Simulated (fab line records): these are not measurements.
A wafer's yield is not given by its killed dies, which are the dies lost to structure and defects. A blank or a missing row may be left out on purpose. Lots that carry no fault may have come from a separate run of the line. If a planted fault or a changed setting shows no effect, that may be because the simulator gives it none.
Chamber matching :: flow nand-harc :: NHARC_A_CHANNEL_FILL_D1_ALD_25 on ald-hk-04: 4 sister chambers
The step deposits SiOx, target thk 60 nm, pulse time 10 s, ald cycles 600. 8 wafers are shown with their chamber, then 8 later ones without.

== EACH WAFER AND ITS CHAMBER ==
wafer: L077.1
chamber: 3
heater-power-w (W): 440
precursor-pulse-height-rel: 1.000

wafer: L082.4
chamber: 3
heater-power-w (W): 439
precursor-pulse-height-rel: 1.033

wafer: L084.3
chamber: 1
heater-power-w (W): 426
precursor-pulse-height-rel: 0.999

wafer: L084.6
chamber: 0
heater-power-w (W): 477
precursor-pulse-height-rel: 0.991

wafer: L086.1
chamber: 1
heater-power-w (W): 427
precursor-pulse-height-rel: 1.007

wafer: L086.2
chamber: 0
heater-power-w (W): 483
precursor-pulse-height-rel: 1.006

wafer: L086.3
chamber: 2
heater-power-w (W): 524
precursor-pulse-height-rel: 1.009

wafer: L086.5
chamber: 2
heater-power-w (W): 527
precursor-pulse-height-rel: 1.018

== WAFERS WITH NO CHAMBER GIVEN ==
wafer: L086.4
heater-power-w (W): 443
precursor-pulse-height-rel: 1.000

wafer: L086.6
heater-power-w (W): 420
precursor-pulse-height-rel: 0.957

wafer: L093.1
heater-power-w (W): 515
precursor-pulse-height-rel: 0.994

wafer: L093.2
heater-power-w (W): 452
precursor-pulse-height-rel: 0.989

wafer: L093.3
heater-power-w (W): 478
precursor-pulse-height-rel: 0.980

wafer: L093.4
heater-power-w (W): 422
precursor-pulse-height-rel: 0.999

wafer: L093.5
heater-power-w (W): 507
precursor-pulse-height-rel: 1.001

wafer: L093.6
heater-power-w (W): 439
precursor-pulse-height-rel: 1.002

== WHICH CHAMBER EACH WENT THROUGH ==
wafer: L086.4
from the rows above: 3
in truth: 3

wafer: L086.6
from the rows above: 1
in truth: 1

wafer: L093.1
from the rows above: 2
in truth: 2

wafer: L093.2
from the rows above: 3
in truth: 3

wafer: L093.3
from the rows above: 0
in truth: 0

wafer: L093.4
from the rows above: 1
in truth: 1

wafer: L093.5
from the rows above: 2
in truth: 2

wafer: L093.6
from the rows above: 3
in truth: 3
Placed correctly: 8 of 8. From these rows, 0 cannot be placed. Placed wrongly: 0.
How it was worked out, from the rows above alone: a wafer's distance from a chamber is the root of the sum, over the readings, of the square of ((its reading less the chamber's mean) divided by the reading's scatter). If the next closest chamber is less than 2 further off than the closest, the wafer can't be placed; otherwise it belongs to the closest. Each chamber's mean is taken over the wafers shown for it. How the scatter is found: for the shown wafers, subtract from each reading the mean of its chamber, square and add these, divide the total by (wafers less chambers), then take the root.
